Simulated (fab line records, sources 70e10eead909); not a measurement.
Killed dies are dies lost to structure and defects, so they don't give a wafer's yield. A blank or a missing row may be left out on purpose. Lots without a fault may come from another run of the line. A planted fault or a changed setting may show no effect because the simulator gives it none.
fab line records | flow nand_harc
record lots=6 wafers=18 last_day=33
route steps=1302 shown A_WL_FILL@953
lots that met no fault: from a run of the same line without faults
start_h: hours from the record's first day to the start of the lot's first wafer shown | wait_h: hours since the lot's step before | " the same as in the row above | L1.1+2: a row that stands for several wafers | - no value, or no start given | * or withheld: withheld | < > ~ a bound
route shown NAME@n: a module of which the file shows steps, and the number in the route of the first | usual: mean/standard deviation of fault-free wafers | same: alike in all rows | chamber/n: place in a boat | sites: the reading at each site | _std_site: their standard deviation | _edge_site: outer sites' mean less inner sites' | radius_mm: how far each site lies from the wafer's centre | mask NAME#n: copy n | behind: the tool/chamber that last shaped the wafer | hold: why the lot was held/for how many hours/how that ended | device: the transistor (n, p or np) that didn't switch | end of line: the same wafers' tests at the end of the route | a step without rows: its recipe alone | killed: dies lost to structure and defects at the first sort, not the wafer's yield | map: a wafer's dies, x killed, . not, _ none there
set.NAME: the setting as run; set.NAME@STEP: as run at that earlier step | model.NAME: the simulator's own value behind a step, which no gauge read
lots at some steps of the route; a table a step, a row a wafer
services: from which hour (start_h, from the record's first day; less than 0 if before it) a tool's chamber was out of use, for how many hours, and why
## steps
# step NHARC_A_WL_FILL_RTA_01
# recipe temp_c=1000 time_s=5
# usual lamp_power_pct=28.9/1.3 lamp_zone_1_pct=28.9/1.3 lamp_zone_4_pct=28.9/1.3 wafer_temp_C_max=1003.7/0.76
# columns lot.wafer tool chamber start_h wait_h lamp_power_pct lamp_zone_1_pct lamp_zone_4_pct wafer_temp_C_max
L368.2 rtp_anneal-02 0 472.46 - 30.0 30.0 30.0 1003.6
L368.4 " 0 " " 30.1 30.1 30.1 1003.0
L368.6 " 0 " " 30.1 30.0 30.0 1003.2
L375.1 rtp_anneal-02 0 525.31 - 30.0 30.1 30.0 1003.0
L375.2 " 0 " " 30.1 30.1 30.0 1003.5
L375.6 " 0 " " 30.1 30.1 30.0 1003.2
L374.1 rtp_anneal-01 0 525.33 - 27.4 27.4 27.4 1002.6
L374.2 " 0 " " 27.4 27.4 27.4 1004.1
L374.4 " 0 " " 27.4 27.4 27.4 1002.6
L383.3 rtp_anneal-02 0 611.48 - 30.0 30.1 30.1 1002.8
L383.4 " 0 " " 30.1 30.1 30.0 1003.6
L383.5 " 0 " " 30.1 30.1 30.1 1003.6
L386.1 rtp_anneal-02 0 653.20 - 30.1 30.0 30.1 1002.7
L386.2 " 0 " " 30.1 30.1 30.0 1003.0
L386.6 " 0 " " 30.1 30.1 30.1 1004.9
L390.3 rtp_anneal-02 0 692.69 - 30.0 30.1 30.1 1002.9
L390.4 " 0 " " 30.1 30.0 30.0 1004.3
L390.6 " 0 " " 30.0 30.1 30.1 1003.6
# step NHARC_A_WL_FILL_ALD_02
# recipe target_thk_a=20 pulse_time_s=3 ald_cycles=100 temp_c=450 material=TiN
# usual ald_cycles=100/0 heater_power_w=1077/130 precursor_pulse_height_rel=0.999/0.02
# columns lot.wafer tool chamber start_h wait_h ald_cycles heater_power_w precursor_pulse_height_rel
L368.4 ald_metal-01 2 472.68 0.1 100 1045 1.022
L368.2 " 3 " " 100 1107 1.000
L368.6 " 2 " " 100 1034 0.983
L375.2 ald_metal-03 3 525.52 0.2 100 1339 1.037
L375.1 " 1 " " 100 1188 1.008
L375.6 " 0 " " 100 1048 0.984
L374.4 ald_metal-02 2 525.54 0.1 100 1003 0.986
L374.1 " 3 " " 100 934 0.967
L374.2 " 1 " " 100 1129 0.998
L383.4 ald_metal-01 3 611.68 0.1 100 1120 1.002
L383.3 " 1 " " 100 960 1.025
L383.5 " 3 " " 100 1135 0.998
L386.2 ald_metal-01 1 653.45 0.2 100 986 1.025
L386.1 " 2 " " 100 1069 0.971
L386.6 " 1 " " 100 975 0.973
L390.4 ald_metal-03 0 692.88 0.1 100 990 0.985
L390.3 " 2 " " 100 990 0.994
L390.6 " 0 " " 100 1024 1.013
# step NHARC_A_WL_FILL_CVD_03
# recipe target_thk_a=400 temp_c=300 pressure_torr=40 wf6_flow_sccm=40 h2_flow_sccm=1600 ar_flow_sccm=1560 time_s=279 material=W
# usual chamber_pressure_Torr=39.99/0.085 heater_power_w=535/37 throttle_valve_pct=8.0/0.36
# columns lot.wafer tool chamber start_h wait_h chamber_pressure_Torr heater_power_w throttle_valve_pct
L368.2 cvd_w-02 0 473.13 0.1 40.09 542 8.4
L368.4 " 0 " " 39.93 549 8.7
L368.6 " 0 " " 39.91 536 8.6
L375.1 cvd_w-01 1 525.96 0.1 39.98 580 8.1
L375.2 " 0 " " 39.90 483 7.7
L375.6 " 1 " " 40.00 578 8.0
L374.1 cvd_w-02 1 525.98 0.1 40.11 539 7.6
L374.2 " 0 " " 40.00 521 8.4
L374.4 " 1 " " 40.22 542 7.9
L383.3 cvd_w-02 0 612.17 0.2 39.83 521 8.5
L383.4 " 1 " " 40.06 534 7.9
L383.5 " 1 " " 39.93 544 8.3
L386.2 cvd_w-01 0 653.85 0.1 40.03 485 7.7
L386.1 " 1 " " 39.93 587 8.0
L386.6 " 0 " " 39.93 478 7.7
L390.4 cvd_w-01 1 693.38 0.2 40.03 580 8.1
L390.3 " 0 " " 40.07 471 7.7
L390.6 " 1 " " 40.08 581 8.2
# step NHARC_A_WL_FILL_ETCHBACK_04
# recipe target_depth_a=600 time_s=120 chemistry=NF3
# usual drypump_motor_current_A=5.66/0.25 oes_product_au=1.003/0.0075
# columns lot.wafer tool chamber start_h wait_h drypump_motor_current_A oes_product_au rf_hours_counter_h
L368.2 rie_metal-02 1 473.45 0.3 5.24 1.007 0.0
L368.4 " 0 " " 5.76 0.998 -
L368.6 " 1 " " 5.23 1.007 -
L375.1 rie_metal-01 0 526.33 0.3 5.68 0.998 2.3
L375.2 " 1 " " 5.88 0.989 2.3
L375.6 " 1 " " 5.91 1.007 -
L374.1 rie_metal-02 0 526.34 0.3 5.72 1.011 1.1
L374.2 " 1 " " 5.26 1.008 1.1
L374.4 " 0 " " 5.73 1.009 -
L383.3 rie_metal-03 1 612.51 0.3 5.93 0.995 -
L383.4 " 0 " " 5.50 0.999 -
L383.5 " 0 " " 5.49 0.999 -
L386.1 rie_metal-02 1 654.23 0.3 5.25 1.011 0.4
L386.2 " 0 " " 5.70 0.998 0.4
L386.6 " 0 " " 5.75 1.008 -
L390.3 rie_metal-02 0 693.72 0.2 5.74 1.004 -
L390.4 " 1 " " 5.27 1.012 -
L390.6 " 1 " " 5.26 1.015 -
# step NHARC_A_WL_FILL_ETCHBACK_05
# recipe target_depth_a=220 time_s=60 temp_c=40 chemistry=Cl2/BCl3
# usual drypump_motor_current_A=5.66/0.25 oes_product_au=1.003/0.0064 temp_c=40.01/0.13
# columns lot.wafer tool chamber start_h wait_h drypump_motor_current_A oes_product_au rf_hours_counter_h temp_c
L368.2 rie_metal-02 0 473.69 0.2 5.75 1.010 0.1 40.19
L368.4 " 0 " " 5.74 1.002 - 40.16
L368.6 " 1 " " 5.25 0.999 - 40.17
L375.1 rie_metal-01 0 526.57 0.2 5.69 0.999 2.4 39.99
L375.2 " 1 " " 5.91 0.998 2.4 39.99
L375.6 " 1 " " 5.92 1.003 - 39.98
L374.1 rie_metal-02 1 526.59 0.2 5.25 1.007 1.2 39.87
L374.2 " 0 " " 5.75 1.012 1.2 40.10
L374.4 " 0 " " 5.75 1.005 - 40.15
L383.4 rie_metal-03 1 612.70 0.1 5.91 1.000 - 40.27
L383.3 " 0 " " 5.48 1.005 - 39.98
L383.5 " 0 " " 5.49 1.011 - 40.02
L386.2 rie_metal-02 0 654.47 0.2 5.73 1.003 0.6 39.93
L386.1 " 1 " " 5.26 1.018 0.6 39.79
L386.6 " 0 " " 5.73 1.017 - 40.03
L390.3 rie_metal-02 0 693.92 0.2 5.76 1.003 - 40.23
L390.4 " 1 " " 5.24 1.008 - 40.03
L390.6 " 0 " " 5.79 1.009 - 40.19
# step NHARC_A_WL_FILL_STRIP_27
# recipe power_w=1500 temp_c=250 time_s=20 chemistry=N2/H2
# step NHARC_A_WL_FILL_STRIP_28
# recipe time_s=1200 temp_c=72.5 chemistry=post_etch_residue_remover
# step NHARC_A_WL_FILL_PRECLEAN_06
# recipe time_s=300 chemistry=DIW
# step NHARC_A_WL_FILL_SRD_07
# step NHARC_A_WL_FILL_ANNEAL_08
# recipe temp_c=450 time_s=1800
# step NHARC_A_WL_FILL_ALD_10
# recipe target_thk_a=500 pulse_time_s=10 ald_cycles=500 temp_c=300 material=SiO2
# usual ald_cycles=500/0 heater_power_w=458/42 precursor_pulse_height_rel=1.000/0.02
# columns lot.wafer tool chamber start_h wait_h ald_cycles heater_power_w precursor_pulse_height_rel
L368.4 ald_hk-02 1 479.08 0.0 500 518 1.004
L368.2 " 0 480.64 1.6 500 454 1.000
L368.6 " 1 " " 500 488 1.020
L375.1 ald_hk-03 2 532.73 1.1 500 438 1.011
L375.2 " 3 " " 566 504 0.979
L375.6 " 0 " " 566 445 0.987
L374.2 ald_hk-03 3 534.81 3.2 566 483 0.984
L374.1 " 1 535.83 4.2 500 416 1.021
L374.4 " 2 " " 500 438 1.003
L383.3 ald_hk-03 0 621.38 2.1 500 436 0.997
L383.4 " 2 622.42 3.1 500 419 0.991
L383.5 " 0 623.45 4.1 500 431 1.019
L386.1 ald_hk-03 1 662.50 2.6 500 413 1.006
L386.2 " 2 " " 500 419 1.040
L386.6 " 1 664.55 4.6 500 426 1.015
L390.4 ald_hk-02 3 699.98 1.1 500 528 1.007
L390.3 " 0 " " 500 459 1.014
L390.6 " 2 701.53 2.6 500 464 1.013
# step NHARC_A_WL_FILL_ETCHBACK_16
# recipe target_depth_a=1200 time_s=24 c4f8_flow_sccm=withheld o2_flow_sccm=8 ar_flow_sccm=withheld rf_w=600 bias_w=800 chemistry=C4F8/O2/Ar
## services
# columns tool chamber start_h hours kind
cvd_w-02 - 450.00 13.0 pm
rie_metal-02 - 454.00 9.0 pm
rie_metal-03 1 471.03 1.6 repair
rie_metal-03 0 485.44 72.6 repair
rie_metal-03 - 519.00 9.0 pm
ald_metal-01 - 526.00 10.0 pm
ald_hk-02 - 527.23 10.0 pm
ald_metal-03 1 539.98 9.7 repair
cvd_w-01 - 547.33 13.0 pm
rie_metal-02 0 567.14 1.1 repair
ald_hk-02 - 567.58 0.2 repair
ald_metal-01 - 569.07 1.4 repair
ald_hk-03 - 569.12 10.0 pm
rie_metal-03 0 569.95 16.0 repair
rie_metal-01 - 575.00 9.0 pm
ald_metal-01 3 575.61 8.0 repair
ald_metal-03 0 577.10 25.6 repair
ald_metal-03 - 577.85 10.0 pm
ald_hk-02 - 595.28 0.6 repair
ald_metal-01 - 609.97 0.4 repair
cvd_w-01 - 621.51 8.1 repair
cvd_w-02 - 631.00 13.0 pm
rie_metal-02 - 631.00 9.0 pm
cvd_w-02 0 653.13 3.5 repair
## key
first_sign step=NHARC_A_WL_FILL_ALD_10 reading=ald_cycles direction=up sigmas=99+ usual=500 struck=566
effect none on later readings
met_at NHARC_A_WL_FILL_ALD_10
struck_wafers L374.2,L375.2,L375.6
tester_left_out L374,L375
fault kind=process_parameter_drift tool=ald_hk-03 chamber=- onset_h=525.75 steps=NHARC_A_WL_FILL_ALD_10 channel=ald_cycles offset=66 shape=step end_h=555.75 scope=struck_wafers_only acts_in=these_recipes_only stated=500
# tester_left_out: of these lots the tester's yield and bins aren't shown, on N5 and GAA mostly nor the transistor test; their killed dies are dies lost to structure and defects alone, not to doping, threshold or leakage, so they don't give the yield
